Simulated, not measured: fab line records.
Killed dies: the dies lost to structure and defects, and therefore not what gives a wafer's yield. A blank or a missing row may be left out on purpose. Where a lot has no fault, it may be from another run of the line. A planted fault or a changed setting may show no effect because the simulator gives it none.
Matching of chambers || flow n5 finfet || N5_BEOL_M6_STRIP_36 on rie diel-02: 4 sister chambers
The step strips in N2/H2. 16 wafers are shown with their chamber, then 8 later ones without.

## WAFERS WITH THEIR CHAMBER
{"wafer": "L075.3", "chamber": 2, "throttle valve pct (%)": 23.67, "showerhead plenum p Torr (Torr)": 2.69, "oes product au (a.u.)": 0.90}
{"wafer": "L075.4", "chamber": 3, "throttle valve pct (%)": 23.79, "showerhead plenum p Torr (Torr)": 2.57, "oes product au (a.u.)": 0.82}
{"wafer": "L075.6", "chamber": 3, "throttle valve pct (%)": 23.79, "showerhead plenum p Torr (Torr)": 2.57, "oes product au (a.u.)": 0.82}
{"wafer": "L076.3", "chamber": 3, "throttle valve pct (%)": 23.80, "showerhead plenum p Torr (Torr)": 2.57, "oes product au (a.u.)": 0.81}
{"wafer": "L076.4", "chamber": 0, "throttle valve pct (%)": 23.13, "showerhead plenum p Torr (Torr)": 2.39, "oes product au (a.u.)": 0.67}
{"wafer": "L076.6", "chamber": 2, "throttle valve pct (%)": 23.71, "showerhead plenum p Torr (Torr)": 2.69, "oes product au (a.u.)": 0.91}
{"wafer": "L082.2", "chamber": 3, "throttle valve pct (%)": 23.84, "showerhead plenum p Torr (Torr)": 2.57, "oes product au (a.u.)": 0.81}
{"wafer": "L082.3", "chamber": 2, "throttle valve pct (%)": 23.75, "showerhead plenum p Torr (Torr)": 2.68, "oes product au (a.u.)": 0.88}
{"wafer": "L082.5", "chamber": 1, "throttle valve pct (%)": 23.47, "showerhead plenum p Torr (Torr)": 2.40, "oes product au (a.u.)": 0.71}
{"wafer": "L083.1", "chamber": 2, "throttle valve pct (%)": 23.74, "showerhead plenum p Torr (Torr)": 2.68, "oes product au (a.u.)": 0.87}
{"wafer": "L083.4", "chamber": 1, "throttle valve pct (%)": 23.46, "showerhead plenum p Torr (Torr)": 2.40, "oes product au (a.u.)": 0.71}
{"wafer": "L083.5", "chamber": 0, "throttle valve pct (%)": 22.86, "showerhead plenum p Torr (Torr)": 2.71, "oes product au (a.u.)": 0.98}
{"wafer": "L086.1", "chamber": 1, "throttle valve pct (%)": 23.46, "showerhead plenum p Torr (Torr)": 2.39, "oes product au (a.u.)": 0.70}
{"wafer": "L086.3", "chamber": 2, "throttle valve pct (%)": 23.71, "showerhead plenum p Torr (Torr)": 2.68, "oes product au (a.u.)": 0.86}
{"wafer": "L086.5", "chamber": 3, "throttle valve pct (%)": 23.83, "showerhead plenum p Torr (Torr)": 2.56, "oes product au (a.u.)": 0.79}
{"wafer": "L087.2", "chamber": 0, "throttle valve pct (%)": 22.86, "showerhead plenum p Torr (Torr)": 2.71, "oes product au (a.u.)": 0.92}

SIGNATURES (averages over the wafers above)
{"reading": "throttle valve pct", "chamber 0": 22.9500, "chamber 1": 23.4633, "chamber 2": 23.7160, "chamber 3": 23.8100, "scatter within a chamber": 0.0676}
{"reading": "showerhead plenum p Torr", "chamber 0": 2.6033, "chamber 1": 2.3967, "chamber 2": 2.6840, "chamber 3": 2.5680, "scatter within a chamber": 0.0756}
{"reading": "oes product au", "chamber 0": 0.8567, "chamber 1": 0.7067, "chamber 2": 0.8840, "chamber 3": 0.8100, "scatter within a chamber": 0.0686}
Rule: a wafer's distance from a chamber is the root of the sum, over the readings, of the square of ((its reading less the chamber's mean) divided by the reading's scatter). If the next closest chamber is less than 2 further off than the closest, the wafer can't be placed; otherwise it belongs to the closest. The scatter is the square root of a quotient: the sum, over the shown wafers, of each reading's squared deviation from its chamber's mean, divided by wafers minus chambers.

## WAFERS MISSING THEIR CHAMBER
{"wafer": "L087.4", "throttle valve pct (%)": 23.49, "showerhead plenum p Torr (Torr)": 2.39, "oes product au (a.u.)": 0.69}
{"wafer": "L087.5", "throttle valve pct (%)": 23.45, "showerhead plenum p Torr (Torr)": 2.39, "oes product au (a.u.)": 0.70}
{"wafer": "L089.3", "throttle valve pct (%)": 23.73, "showerhead plenum p Torr (Torr)": 2.67, "oes product au (a.u.)": 0.85}
{"wafer": "L089.4", "throttle valve pct (%)": 22.90, "showerhead plenum p Torr (Torr)": 2.70, "oes product au (a.u.)": 0.93}
{"wafer": "L089.5", "throttle valve pct (%)": 22.90, "showerhead plenum p Torr (Torr)": 2.70, "oes product au (a.u.)": 0.93}
{"wafer": "L095.2", "throttle valve pct (%)": 22.90, "showerhead plenum p Torr (Torr)": 2.70, "oes product au (a.u.)": 0.88}
{"wafer": "L095.4", "throttle valve pct (%)": 23.86, "showerhead plenum p Torr (Torr)": 2.55, "oes product au (a.u.)": 0.77}
{"wafer": "L095.6", "throttle valve pct (%)": 23.88, "showerhead plenum p Torr (Torr)": 2.55, "oes product au (a.u.)": 0.77}

## WHICH CHAMBER EACH ONE RAN IN
{"wafer": "L087.4", "from the rows above": 1, "in truth": 1}
{"wafer": "L087.5", "from the rows above": 1, "in truth": 1}
{"wafer": "L089.3", "from the rows above": "can't be placed: 2 or 3", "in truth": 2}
{"wafer": "L089.4", "from the rows above": 0, "in truth": 0}
{"wafer": "L089.5", "from the rows above": 0, "in truth": 0}
{"wafer": "L095.2", "from the rows above": 0, "in truth": 0}
{"wafer": "L095.4", "from the rows above": 3, "in truth": 3}
{"wafer": "L095.6", "from the rows above": 3, "in truth": 3}
Correct placement for 7 of the 8. Can't be placed from these rows: 1 (the true chamber is among the candidates in 1). 0 placed wrongly.
